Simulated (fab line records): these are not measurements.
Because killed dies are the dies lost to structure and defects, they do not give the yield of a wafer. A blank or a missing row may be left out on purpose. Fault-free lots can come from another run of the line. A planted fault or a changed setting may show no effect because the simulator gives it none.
The same fault as seen by 3 desks	flow n5Finfet	numbers are kept per desk, each desk with only its own; the story behind them comes last

== AT THE TOOL OWNER'S DESK: rieDiel-04 ==
The tool's own readings at N5_BEOL_M12_ETCH_68 (etches SOC in N2/H2, time 285 s): means of the sampled wafers that have a number, for each lot that ran on this tool. The brackets show how far a lot's mean lies from the usual mean; more than 4 standard deviations puts the lot out of limits, marked OUT.
Columns: A = drypumpMotorCurrentA at N5_BEOL_M12_ETCH_68, usual 5.8 A; B = oesProductAu at N5_BEOL_M12_ETCH_68, usual 0.77 a.u.; C = rfVppV at N5_BEOL_M12_ETCH_68, usual 524.7 V; D = showerheadPlenumPTorr at N5_BEOL_M12_ETCH_68, usual 2.57 Torr; E = throttleValvePct at N5_BEOL_M12_ETCH_68, usual 17.82 %
lot	first seen here	A	B	C	D	E
L192	day 13 04:16	6.0	0.83	527.0	2.65	17.61
L202	day 15 12:17	5.7	0.74	523.7	2.56	17.53
L203	day 15 21:08	6.4	0.79	527.2	2.66	17.68
This desk found nothing out of limits on any of the 3 lots.

== THE DEFECT DESK ==
Counts from the inspections along the route, per lot, as means over the sampled wafers that have a number. The brackets show how far a lot's mean lies from the usual mean; more than 4 standard deviations puts the lot out of limits, marked OUT.
Columns: A = rawDefectCount at N5_BEOL_M12_INSPECT_30, usual 2.3
lot	first seen here	A
L192	day 13 04:02	1.7
L201	day 14 14:45	1.3
L202	day 15 12:05	1.7
L203	day 15 20:55	2.7
L204	day 16 00:28	1.7
L213	day 18 12:14	3.3
This desk found nothing out of limits on any of the 6 lots.

== FROM THE METROLOGY DESK ==
What the gauges read for every lot (on any tool): the sampled wafers with a number, averaged. The brackets show how far a lot's mean lies from the usual mean; more than 4 standard deviations puts the lot out of limits, marked OUT.
Columns: A = cdNm at N5_BEOL_M12_CD_MEAS_28, usual 160.4 nm; B = M12_OVL at N5_BEOL_M12_OVL_MEAS_29, usual -2 nm
lot	first seen here	A	B
L192	day 13 03:59	159.9	2
L201	day 14 14:42	159.4	-5
L202	day 15 12:01	160.4	2
L203	day 15 20:52	162.0	-4
L204	day 16 00:25	159.4	4
L213	day 18 12:11	160.6	-9
This desk found nothing out of limits on any of the 6 lots.

== TAKEN TOGETHER ==
The tool owner's desk saw nothing out of limits.
Nothing out of limits was seen by the defect desk.
From the metrology desk's view, nothing was out of limits.

== WHAT THE SIMULATOR HAD PUT IN ==
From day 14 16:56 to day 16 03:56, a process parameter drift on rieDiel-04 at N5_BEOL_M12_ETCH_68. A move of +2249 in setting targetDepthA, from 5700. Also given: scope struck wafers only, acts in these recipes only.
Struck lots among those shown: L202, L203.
